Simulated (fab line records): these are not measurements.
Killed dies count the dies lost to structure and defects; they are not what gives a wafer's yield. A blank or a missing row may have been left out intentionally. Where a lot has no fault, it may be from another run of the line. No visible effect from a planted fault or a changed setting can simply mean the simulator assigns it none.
Lot-split experiment | flow n5-finfet | on a route of 1938 steps: 7 lots, 21 wafers read

SPLIT DETAILS
At N5_BEOL_M13_COAT_04 (resist thk 400 nm), the setting spin-rpm was moved away from the recipe's 1625 rpm on 7 of the 21 wafers read, by -7.6% to +10.8%. For the rest of the wafers, this setting stayed at what the recipe calls for.

Reading taken at the split's own step.

THE READING
coat_of_BEOL_M13_COAT_04.thk-nm (the simulator's own value, which no gauge read), in nm, at N5_BEOL_M13_COAT_04 (resist thk 400 nm). No usual value for it is given in the file. Here, 14 wafers ran the recipe; their average is 400.4 nm with a standard deviation of 0.7 nm.

wafer  | tool, chamber at the split | spin-rpm as run, rpm | against the recipe | coat_of_BEOL_M13_COAT_04.thk-nm, nm | against lot-mates on the recipe
L075.1 | litho-track-02, 0          | 1625                 | recipe             | 400.8                               | -
L075.3 | litho-track-02, 0          | 1502                 | -7.6%              | 417                                 | +16.2
L075.4 | litho-track-02, 0          | 1502                 | -7.6%              | 416.8                               | +16.0
L078.2 | litho-track-02, 0          | 1625                 | recipe             | 400.8                               | -
L078.4 | litho-track-02, 0          | 1625                 | recipe             | 399.4                               | -
L078.5 | litho-track-02, 0          | 1625                 | recipe             | 399.6                               | -
L077.2 | litho-track-04, 0          | 1625                 | recipe             | 400.4                               | -
L077.3 | litho-track-04, 0          | 1625                 | recipe             | 401.8                               | -
L077.4 | litho-track-04, 0          | 1625                 | recipe             | 399.8                               | -
L081.3 | litho-track-03, 0          | 1688                 | +3.9%              | 392.8                               | -7.2
L081.4 | litho-track-03, 0          | 1688                 | +3.9%              | 392.8                               | -7.2
L081.6 | litho-track-03, 0          | 1625                 | recipe             | 400                                 | -
L079.3 | litho-track-02, 0          | 1759                 | +8.2%              | 384.6                               | -15.6
L079.4 | litho-track-02, 0          | 1625                 | recipe             | 400.2                               | -
L079.6 | litho-track-02, 0          | 1759                 | +8.2%              | 384.8                               | -15.4
L082.2 | litho-track-03, 0          | 1625                 | recipe             | 400.8                               | -
L082.4 | litho-track-03, 0          | 1625                 | recipe             | 400                                 | -
L082.5 | litho-track-03, 0          | 1625                 | recipe             | 401.8                               | -
L088.3 | litho-track-04, 0          | 1625                 | recipe             | 400                                 | -
L088.5 | litho-track-04, 0          | 1800                 | +10.8%             | 381.2                               | -19.0
L088.6 | litho-track-04, 0          | 1625                 | recipe             | 400.4                               | -

FIT RESULTS
A straight line over all 21 wafers: coat_of_BEOL_M13_COAT_04.thk-nm changes by -1.97 nm for each +1% of spin-rpm; r = -1.00; the points scatter about the line by 0.88 nm.
The same after taking each lot's own level away (the mean of its wafers on the recipe; 21 wafers): -1.93 nm for each +1%; r = -1.00; scatter 0.77 nm.
That fit puts the effect of the largest move of spin-rpm on the reading at 21 nm.
The lots' own levels span 399.93 to 400.87 nm, that is 1.3 times the standard deviation above.
The two slopes agree, so the slope changes little with the lot-to-lot level.
Check: for one of the wafers moved furthest among these (+10.8%), held out of the fit, the line's prediction against its lot-mates is -21.1 nm. Against them it came out at -19 nm.

FURTHER SPLITS ON THESE WAFERS
Before the reading, these wafers also passed through other splits. Each is held against what the fit with the lots' levels taken away leaves over:
other split on the same wafers | wafers away from the commonest value | r with coat_of_BEOL_M13_COAT_04.thk-nm (lot level and that fit taken away)
N5_BEOL_M11_COAT_22 spin-rpm   | 6                                    | +0.12
N5_BEOL_M13_ILD_DEP_00 time-s  | 6                                    | -0.17

FILE'S OWN FIT
coat_of_BEOL_M13_COAT_04.thk-nm changes by -1.88 nm for each +1% of spin-rpm, r = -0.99.
